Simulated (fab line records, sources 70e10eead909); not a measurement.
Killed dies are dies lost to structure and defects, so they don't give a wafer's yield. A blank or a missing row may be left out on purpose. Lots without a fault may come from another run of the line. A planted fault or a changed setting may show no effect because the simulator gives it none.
fab line records | flow nand_harc | part 1 of 2: steps 1 to 4 of 6
record lots=23 wafers=69 last_day=34
route steps=1302 shown A_STAIRCASE@869 A_SLIT@939 A_WL_FILL@954
lots that met no fault: from a run of the same line without faults
start_h: hours from the record's first day to the start of the lot's first wafer shown | wait_h: hours since the lot's step before | " the same as in the row above | L1.1+2: a row that stands for several wafers | - no value, or no start given | * or withheld: withheld | < > ~ a bound
route shown NAME@n: a module of which the file shows steps, and the number in the route of the first | usual: mean/standard deviation of fault-free wafers | same: alike in all rows | chamber/n: place in a boat | sites: the reading at each site | _std_site: their standard deviation | _edge_site: outer sites' mean less inner sites' | radius_mm: how far each site lies from the wafer's centre | mask NAME#n: copy n | behind: the tool/chamber that last shaped the wafer | hold: why the lot was held/for how many hours/how that ended | device: the transistor (n, p or np) that didn't switch | end of line: the same wafers' tests at the end of the route | a step without rows: its recipe alone | killed: dies lost to structure and defects at the first sort, not the wafer's yield | map: a wafer's dies, x killed, . not, _ none there
set.NAME: the setting as run; set.NAME@STEP: as run at that earlier step | model.NAME: the simulator's own value behind a step, which no gauge read
steps of the route over a sample of lots; a table a step, a row a wafer
services: from which hour (start_h, from the record's first day; less than 0 if before it) a tool's chamber was out of use, for how many hours, and why
## steps
# step NHARC_A_STAIRCASE_DESCUM_443
# recipe time_s=3 o2_flow_sccm=200 ar_flow_sccm=0 bias_power_w=0 chemistry=O2
# usual drypump_motor_current_A=5.6/0.36 oes_product_au=1.000/0.016 rf_vpp_V=57.6/0.93 showerhead_plenum_p_Torr=1.90/0.093 throttle_valve_pct=11.312/0.0097
# columns lot.wafer tool chamber start_h wait_h drypump_motor_current_A oes_product_au rf_hours_counter_h rf_vpp_V showerhead_plenum_p_Torr throttle_valve_pct
L075.4 rie_diel-13 1 437.73 - 6.1 1.023 27 59.0 2.03 11.318
L075.1 " 2 " " 5.5 0.993 28 57.7 2.03 11.298
L075.3 " 3 " " 5.2 1.050 17 57.6 1.99 11.315
L074.1 rie_diel-01 2 437.91 - 5.7 1.014 18 56.9 1.85 11.297
L074.2 " 0 " " 6.2 1.003 16 57.6 1.83 11.303
L074.5 " 0 " " 6.2 1.005 - 57.8 1.83 11.289
L076.2 rie_diel-02 3 442.24 - 5.2 1.002 9 56.6 2.04 11.318
L076.5 " 2 " " 5.9 1.006 - 56.7 1.82 11.300
L076.6 " 3 " " 5.2 0.996 - 59.0 2.04 11.309
L078.4 rie_diel-13 0 459.95 - 6.3 1.010 36 57.6 1.78 11.315
L078.3 " 1 " " 6.1 1.007 35 60.0 2.03 11.302
L078.6 " 3 " " 5.2 1.041 - 57.0 1.99 11.295
L077.1 rie_diel-01 2 460.00 - 5.7 0.997 26 56.0 1.85 11.319
L077.4 " 3 " " 5.2 0.964 25 57.0 1.96 11.311
L077.2 " 0 " " 6.2 0.994 25 57.2 1.83 11.315
L079.2 rie_diel-01 3 478.30 - 5.1 0.979 36 58.3 1.96 11.314
L079.1 " 2 " " 5.7 1.000 36 56.9 1.84 11.300
L079.6 " 0 " " 6.2 1.009 - 56.2 1.82 11.311
L080.1 rie_diel-02 1 478.46 - 5.3 1.025 24 58.7 1.95 11.316
L080.4 " 2 " " 5.9 1.008 21 57.5 1.81 11.313
L080.6 " 1 " " 5.3 1.025 - 56.2 1.95 11.304
L081.1 rie_diel-02 0 496.30 - 5.6 0.986 26 56.5 1.79 11.308
L081.4 " 3 " " 5.3 0.991 26 58.3 2.03 11.329
L081.6 " 0 " " 5.6 0.984 - 56.4 1.79 11.303
L082.1 rie_diel-02 2 518.14 - 5.9 1.009 36 57.9 1.81 11.311
L082.4 " 3 " " 5.3 0.992 35 57.3 2.03 11.307
L082.2 " 0 " " 5.6 1.008 34 57.9 1.79 11.311
L086.1 rie_diel-01 2 529.52 - 5.7 0.992 56 57.5 1.84 11.297
L086.4 " 3 " " 5.2 0.969 54 57.6 1.95 11.314
L086.2 " 0 " " 6.2 0.983 49 58.4 1.82 11.318
L083.4 rie_diel-02 2 529.66 - 6.0 1.006 43 57.5 1.81 11.314
L083.2 " 1 " " 5.4 1.023 41 58.8 1.95 11.308
L083.5 " 2 " " 6.0 1.001 - 56.5 1.80 11.318
L084.3 rie_diel-13 3 529.85 - 5.1 1.024 0 57.5 1.98 11.302
L084.4 " 0 " " 6.3 1.015 0 57.6 1.78 11.299
L084.2 " 2 " " 5.5 0.995 0 57.3 2.02 11.317
L085.1 rie_diel-02 1 536.76 - 5.4 1.019 44 57.8 1.95 11.295
L085.5 " 2 " " 5.9 0.986 - 57.4 1.80 11.298
L085.6 " 3 " " 5.3 0.986 - 58.9 2.03 11.310
L087.2 rie_diel-13 3 564.46 - 5.2 1.021 12 58.3 1.98 11.314
L087.4 " 2 " " 5.5 1.000 11 57.9 2.01 11.327
L087.6 " 3 " " 5.2 1.021 - 58.1 1.98 11.319
L088.3 rie_diel-02 0 564.61 - 5.6 0.982 51 56.1 1.79 11.302
L088.1 " 1 " " 5.4 1.022 54 58.4 1.94 11.307
L088.4 " 2 " " 5.9 0.994 56 58.4 1.80 11.316
L089.4 rie_diel-02 0 570.60 - 5.6 0.998 54 57.0 1.79 11.313
L089.3 " 3 " " 5.2 0.995 57 58.6 2.02 11.302
L089.5 " 1 " " 5.4 1.025 - 58.5 1.94 11.314
L091.3 rie_diel-13 0 581.17 - 6.3 1.000 18 57.1 1.77 11.306
L091.6 " 1 " " 6.1 1.000 - 59.3 2.01 11.310
L091.5 " 2 " " 5.5 1.000 - 57.9 2.01 11.307
L093.2 rie_diel-02 2 616.63 - 5.9 0.974 7 58.9 1.80 11.311
L093.3 " 3 " " 5.3 0.971 7 59.0 2.02 11.317
L093.6 " 3 " " 5.3 0.974 - 56.7 2.02 11.321
L092.1 rie_diel-13 0 616.69 - 6.3 1.001 29 56.2 1.77 11.316
L092.5 " 1 " " 6.1 1.006 - 58.5 2.01 11.297
L092.6 " 2 " " 5.5 0.998 - 59.1 2.01 11.318
L094.2 rie_diel-01 3 616.71 - 5.1 0.990 15 59.3 1.94 11.332
L094.5 " 1 " " 5.6 1.002 - 56.8 1.92 11.306
L094.6 " 2 " " 5.7 0.996 - 57.2 1.83 11.323
L096.1 rie_diel-02 3 640.73 - 5.2 0.962 14 57.9 2.02 11.324
L096.3 " 2 " " 6.0 0.985 14 58.9 1.80 11.311
L096.6 " 3 " " 5.3 0.967 - 57.7 2.02 11.307
L095.3 rie_diel-01 0 640.89 - 6.2 1.000 24 59.1 1.81 11.304
L095.2 " 2 " " 5.7 1.013 25 56.6 1.83 11.320
L095.6 " 1 " " 5.6 0.998 - 58.2 1.91 11.311
L097.2 rie_diel-02 3 662.24 - 5.3 0.985 22 56.8 2.01 11.315
L097.6 " 0 " " 5.6 0.984 - 57.4 1.78 11.317
L097.5 " 1 " " 5.4 1.015 - 56.5 1.94 11.320
# step NHARC_A_STAIRCASE_STRIP_446
# recipe power_w=1500 temp_c=250 chemistry=O2
# usual drypump_motor_current_A=5.9/0.37 heater_power_w=351/41
# columns lot.wafer tool chamber start_h wait_h drypump_motor_current_A heater_power_w rf_hours_counter_h
L075.1 plasma_asher-02 0 442.27 0.1 6.4 316 1
L075.4 " 1 " " 5.6 400 -
L075.3 " 0 " " 6.4 320 -
L074.1 plasma_asher-01 1 443.38 0.0 6.0 359 17
L074.2 " 0 " " 5.4 293 17
L074.5 " 0 " " 5.5 291 -
L076.2 plasma_asher-01 0 446.77 0.1 5.5 290 18
L076.6 " 1 " " 6.1 359 -
L076.5 " 0 " " 5.4 303 -
L078.3 plasma_asher-01 0 464.50 0.1 5.5 292 -
L078.4 " 1 " " 6.0 373 -
L078.6 " 0 " " 5.5 287 -
L077.1 plasma_asher-02 1 464.51 0.1 5.5 407 6
L077.2 " 0 " " 6.4 330 6
L077.4 " 0 " " 6.4 327 -
L079.1 plasma_asher-02 1 482.83 0.0 5.5 398 10
L079.2 " 0 " " 6.4 317 10
L079.6 " 0 " " 6.4 317 -
L080.1 plasma_asher-02 1 483.11 0.2 5.6 399 10
L080.4 " 1 " " 5.5 410 -
L080.6 " 1 " " 5.5 397 -
L081.1 plasma_asher-02 0 500.85 0.0 6.3 323 14
L081.4 " 0 " " 6.3 325 -
L081.6 " 1 " " 5.6 402 -
L082.1 plasma_asher-02 1 522.64 0.0 5.6 412 21
L082.2 " 0 " " 6.4 324 21
L082.4 " 0 " " 6.4 325 -
L086.1 plasma_asher-02 0 533.99 0.0 6.4 314 25
L086.2 " 1 " " 5.6 394 25
L086.4 " 0 " " 6.4 323 -
L083.2 plasma_asher-01 1 534.15 0.0 6.0 371 1
L083.4 " 1 " " 6.0 370 -
L083.5 " 1 " " 6.0 375 -
L084.2 plasma_asher-02 1 534.34 0.0 5.6 401 25
L084.3 " 1 " " 5.6 404 -
L084.4 " 0 " " 6.4 331 -
L085.1 plasma_asher-01 1 541.27 0.0 6.0 367 1
L085.6 " 1 " " 6.1 385 -
L085.5 " 0 " " 5.5 314 -
L087.2 plasma_asher-01 1 568.94 0.0 6.0 382 6
L087.4 " 1 " " 6.0 371 -
L087.6 " 0 " " 5.5 302 -
L088.1 plasma_asher-02 1 569.08 0.1 5.5 400 31
L088.3 " 0 " " 6.4 328 -
L088.4 " 1 " " 5.5 400 -
L089.3 plasma_asher-02 1 575.16 0.1 5.5 391 -
L089.4 " 0 " " 6.4 322 -
L089.5 " 1 " " 5.5 409 -
L091.3 plasma_asher-01 1 585.71 0.1 6.0 377 -
L091.6 " 1 " " 6.0 377 -
L091.5 " 0 " " 5.4 314 -
L092.1 plasma_asher-02 0 621.12 0.0 6.3 311 2
L092.5 " 0 " " 6.4 313 -
L092.6 " 1 " " 5.6 413 -
L094.2 plasma_asher-01 0 621.32 0.2 5.4 302 17
L094.6 " 0 " " 5.5 312 -
L094.5 " 1 " " 6.0 395 -
L093.2 plasma_asher-01 0 622.13 0.1 5.5 306 17
L093.3 " 0 " " 5.5 304 -
L093.6 " 1 " " 6.0 372 -
L096.1 plasma_asher-02 1 645.25 0.0 5.6 415 6
L096.3 " 0 " " 6.4 306 -
L096.6 " 1 " " 5.6 413 -
L095.2 plasma_asher-01 0 645.38 0.0 5.4 311 21
L095.3 " 0 " " 5.5 312 -
L095.6 " 1 " " 6.1 372 -
L097.2 plasma_asher-01 1 666.74 0.1 6.0 379 26
L097.5 " 0 " " 5.4 307 -
L097.6 " 1 " " 6.0 375 -
# step NHARC_A_STAIRCASE_STRIP_475
# recipe time_s=20 o2_flow_sccm=500 ar_flow_sccm=0 bias_w=0 chemistry=O2
# usual drypump_motor_current_A=5.7/0.4 oes_product_au=0.999/0.018 rf_vpp_V=57.7/0.91 showerhead_plenum_p_Torr=3.54/0.16 throttle_valve_pct=17.036/0.0095
# columns lot.wafer tool chamber start_h wait_h drypump_motor_current_A oes_product_au rf_hours_counter_h rf_vpp_V showerhead_plenum_p_Torr throttle_valve_pct
L075.1 rie_diel-01 3 444.15 0.2 5.1 0.980 21 56.9 3.61 17.040
L075.3 " 0 " " 6.2 1.007 20 57.3 3.38 17.038
L075.4 " 3 " " 5.1 0.980 - 56.7 3.61 17.029
L074.1 rie_diel-13 1 - - 6.1 1.016 30 58.4 3.73 17.043
L074.2 " 3 " " 5.2 1.036 21 58.1 3.66 17.034
L074.5 " 1 " " 6.1 1.012 - 56.9 3.73 17.052
L076.2 rie_diel-01 2 - - 5.7 0.991 23 57.3 3.42 17.033
L076.6 " 3 " " 5.1 0.976 - 58.6 3.61 17.031
L076.5 " 0 " " 6.2 0.990 - 57.0 3.38 17.032
L078.4 rie_diel-13 1 - - 6.1 1.006 39 56.4 3.72 17.041
L078.3 " 3 " " 5.2 1.038 31 57.7 3.66 17.029
L078.6 " 1 " " 6.2 1.003 - 58.6 3.72 17.019
L077.2 rie_diel-02 1 - - 5.4 1.013 21 57.9 3.60 17.024
L077.4 " 2 " " 6.0 1.002 18 58.3 3.36 17.045
L077.1 " 0 " " 5.6 0.997 20 56.3 3.32 17.022
L079.2 rie_diel-13 2 - - 5.5 1.015 48 57.9 3.71 17.026
L079.1 " 0 " " 6.3 1.012 45 56.0 3.29 17.040
L079.6 " 2 " " 5.5 1.010 - 57.3 3.71 17.022
L080.4 rie_diel-13 3 - - 5.2 1.060 36 56.3 3.66 17.028
L080.1 " 2 " " 5.5 1.014 48 58.3 3.71 17.040
L080.6 " 3 " " 5.2 1.054 - 58.6 3.66 17.031
L081.1 rie_diel-13 3 502.77 0.2 5.2 1.037 42 56.7 3.65 17.034
L081.6 " 2 " " 5.4 0.999 - 58.4 3.71 17.022
L081.4 " 3 " " 5.2 1.033 - 57.7 3.65 17.039
L082.1 rie_diel-01 2 - - 5.7 0.991 54 58.2 3.40 17.033
L082.4 " 0 " " 6.2 0.991 47 57.3 3.37 17.046
L082.2 " 1 " " 5.7 0.976 42 57.6 3.55 17.021
L086.1 rie_diel-01 2 - - 5.7 1.003 61 56.1 3.40 17.049
L086.2 " 3 " " 5.2 0.963 59 57.7 3.59 17.024
L086.4 " 0 " " 6.2 0.987 51 57.0 3.37 17.023
L083.4 rie_diel-02 3 - - 5.3 0.996 43 57.7 3.72 17.021
L083.2 " 0 " " 5.6 0.981 42 57.3 3.31 17.033
L083.5 " 0 " " 5.6 0.976 - 57.6 3.31 17.037
L084.4 rie_diel-13 1 - - 6.2 1.006 5 58.5 3.71 17.042
L084.2 " 2 " " 5.5 0.997 3 57.1 3.70 17.032
L084.3 " 3 " " 5.2 1.002 4 57.9 3.65 17.038
L085.1 rie_diel-13 3 - - 5.2 1.012 5 58.9 3.65 17.028
L085.6 " 3 " " 5.2 1.009 - 60.5 3.65 17.039
L085.5 " 0 " " 6.3 1.013 - 56.5 3.29 17.046
L087.2 rie_diel-01 3 - - 5.1 0.984 3 58.3 3.58 17.035
L087.4 " 0 " " 6.1 0.999 2 57.1 3.36 17.037
L087.6 " 2 " " 5.7 0.987 - 56.7 3.39 17.037
L088.1 rie_diel-13 3 - - 5.2 1.029 14 57.4 3.64 17.037
L088.4 " 0 " " 6.3 1.005 15 57.9 3.28 17.025
L088.3 " 1 " " 6.2 1.002 16 58.0 3.70 17.026
L089.3 rie_diel-01 1 - - 5.7 1.002 4 59.0 3.54 17.039
L089.4 " 3 " " 5.1 0.990 4 58.0 3.58 17.048
L089.5 " 1 " " 5.6 1.007 - 57.1 3.54 17.055
L091.3 rie_diel-02 2 - - 6.0 0.991 0 57.0 3.33 17.033
L091.5 " 0 " " 5.6 0.992 - 58.0 3.31 17.061
L091.6 " 1 " " 5.4 1.006 - 58.1 3.58 17.048
L092.1 rie_diel-13 2 - - 5.5 0.985 34 56.6 3.69 17.027
L092.5 " 3 " " 5.2 1.003 - 57.1 3.63 17.046
L092.6 " 1 " " 6.1 1.002 - 59.2 3.69 17.028
L094.2 rie_diel-02 1 623.28 0.1 5.4 1.000 11 58.8 3.57 17.029
L094.6 " 1 " " 5.3 1.013 - 58.5 3.57 17.026
L094.5 " 3 " " 5.3 0.962 - 58.8 3.71 17.042
L093.2 rie_diel-13 1 624.05 0.2 6.1 1.002 34 56.5 3.69 17.044
L093.3 " 2 " " 5.5 0.983 34 57.9 3.69 17.046
L093.6 " 3 " " 5.2 1.005 - 59.5 3.63 17.022
L096.1 rie_diel-13 2 - - 5.5 0.982 40 57.2 3.68 17.038
L096.3 " 0 " " 6.3 1.007 37 56.1 3.27 17.035
L096.6 " 3 " " 5.2 1.012 - 57.5 3.63 17.046
L095.2 rie_diel-02 2 - - 5.9 1.002 16 56.3 3.32 17.031
L095.3 " 3 " " 5.3 0.982 18 57.6 3.70 17.052
L095.6 " 1 " " 5.4 1.011 - 58.7 3.57 17.039
L097.2 rie_diel-01 1 - - 5.6 1.001 38 58.5 3.52 17.031
L097.5 " 2 " " 5.7 0.992 - 56.8 3.37 17.028
L097.6 " 3 " " 5.2 0.992 - 57.2 3.57 17.032
# step NHARC_A_SLIT_ETCH_17
# recipe bias_v=900 source_w=withheld pressure_mtorr=20 ar_flow_sccm=375 c4f8_flow_sccm=83.3 o2_flow_sccm=41.7 time_s=4254.5 target_depth_a=2.03e+05 chemistry=C4F8/O2/Ar
# usual drypump_motor_current_A=5.8/0.51 oes_air_line_au=0.999/0.02 showerhead_plenum_p_Torr=3.65/0.18 throttle_valve_pct=32.046/0.0097
# columns lot.wafer tool chamber start_h wait_h drypump_motor_current_A oes_air_line_au rf_hours_counter_h showerhead_plenum_p_Torr throttle_valve_pct
L075.1 har_etch-01 0 458.60 - 5.9 1.033 252 3.53 32.052
L075.4 " 0 459.82 - 5.9 1.007 - 3.53 32.063
L075.3 " 1 " " 6.5 0.980 - 3.44 32.038
L074.1 har_etch-02 0 462.33 - 5.0 1.022 43 3.69 32.040
L074.2 " 1 " " 5.9 1.028 43 3.92 32.050
L074.5 " 0 464.78 - 5.1 0.952 - 3.69 32.037
L076.2 har_etch-01 1 464.61 - 6.5 1.011 256 3.44 32.050
L076.5 " 1 467.05 - 6.5 1.034 - 3.44 32.047
L076.6 " 0 " " 5.9 0.988 - 3.53 32.053
L077.2 har_etch-02 1 483.17 - 5.9 1.000 54 3.91 32.027
L077.1 " 0 " " 5.0 0.994 54 3.69 32.066
L077.4 " 0 484.99 - 5.0 0.978 - 3.69 32.054
L078.3 har_etch-01 1 484.96 - 6.5 1.004 - 3.43 32.038
L078.4 " 0 " " 5.9 0.993 - 3.53 32.051
L078.6 " 0 486.76 - 5.9 1.023 - 3.53 32.048
L079.2 har_etch-01 1 501.76 - 6.5 0.982 275 3.43 32.058
L079.1 " 0 " " 5.9 0.975 275 3.52 32.057
L079.6 " 1 504.16 - 6.5 1.006 - 3.43 32.056
L080.1 har_etch-02 0 503.41 - 5.0 0.971 66 3.68 32.056
L080.4 " 0 504.63 - 5.0 0.958 - 3.68 32.048
L080.6 " 1 506.47 - 5.9 0.988 - 3.90 32.045
L081.1 har_etch-02 1 517.52 - 5.9 0.989 73 3.90 32.044
L081.4 " 0 519.33 - 5.0 0.972 - 3.68 32.043
L081.6 " 1 " " 5.9 0.952 - 3.90 32.047
L082.2 har_etch-02 1 539.43 - 5.9 1.027 85 3.89 32.056
L082.1 " 0 " " 5.0 0.999 85 3.67 32.048
L082.4 " 1 " " 5.9 1.031 - 3.89 32.049
L083.2 har_etch-02 0 553.40 - 5.0 0.987 92 3.67 32.042
L083.4 " 1 " " 5.9 1.008 - 3.89 32.053
L083.5 " 0 555.85 - 5.0 1.016 - 3.67 32.039
L086.2 har_etch-01 1 555.75 - 6.5 0.992 306 3.41 32.031
L086.1 " 0 " " 5.9 1.005 306 3.51 32.031
L086.4 " 1 " " 6.5 0.999 - 3.41 32.039
L084.2 har_etch-02 0 557.25 - 5.0 1.014 96 3.66 32.048
L084.4 " 1 " " 5.9 1.013 - 3.89 32.045
L084.3 " 0 " " 5.0 0.997 - 3.66 32.047
L085.1 har_etch-01 0 564.22 - 5.9 0.971 314 3.50 32.043
L085.6 " 1 566.02 - 6.4 1.019 - 3.41 32.051
L085.5 " 0 " " 5.9 0.960 - 3.50 32.054
L087.2 har_etch-02 1 585.57 - 5.9 0.997 111 3.88 32.054
L087.4 " 1 586.76 - 5.9 0.988 - 3.88 32.039
L087.6 " 1 587.96 - 5.9 1.005 - 3.88 32.055
L088.1 har_etch-01 1 589.02 - 6.5 1.021 325 3.40 32.037
L088.3 " 0 " " 5.9 0.997 - 3.49 32.066
L088.4 " 1 " " 6.5 1.007 - 3.40 32.040
L089.4 har_etch-01 1 593.47 - 6.5 1.003 - 3.40 32.054
L089.3 " 0 " " 5.9 1.001 - 3.49 32.050
L089.5 " 1 " " 6.4 1.011 - 3.40 32.032
L091.3 har_etch-01 0 607.47 - 5.9 1.022 - 3.49 32.043
L091.5 " 0 609.85 - 5.9 0.997 - 3.49 32.052
L091.6 " 0 611.04 - 5.9 1.002 - 3.49 32.039
L092.1 har_etch-02 1 641.78 - 5.9 1.013 142 3.86 32.059
L092.5 " 0 643.59 - 5.0 1.019 - 3.64 32.039
L092.6 " 1 " " 5.9 1.035 - 3.86 32.055
L094.2 har_etch-01 1 642.77 - 6.5 0.986 344 3.94 32.049
L094.5 " 1 645.21 - 6.5 0.982 - 3.94 32.042
L094.6 " 0 " " 5.9 0.977 - 3.48 32.041
L093.2 har_etch-02 1 644.99 - 5.9 1.012 146 3.86 32.046
L093.3 " 0 646.80 - 5.0 1.025 - 3.64 32.047
L093.6 " 1 " " 5.9 1.036 - 3.86 32.039
L096.1 har_etch-01 0 661.61 - 5.9 0.994 374 3.47 32.043
L096.3 " 1 663.44 - 6.5 0.998 - 3.93 32.031
L096.6 " 0 " " 5.9 0.991 - 3.47 32.063
L095.2 har_etch-02 1 662.38 - 5.9 0.998 161 3.85 32.048
L095.3 " 1 663.61 - 5.9 0.994 - 3.85 32.039
L095.6 " 0 " " 5.0 1.007 - 3.63 32.045
L097.2 har_etch-02 0 688.75 - 5.0 1.033 172 3.62 32.033
L097.6 " 0 691.17 - 5.0 1.011 - 3.62 32.038
L097.5 " 1 " " 5.9 1.007 - 3.84 32.056
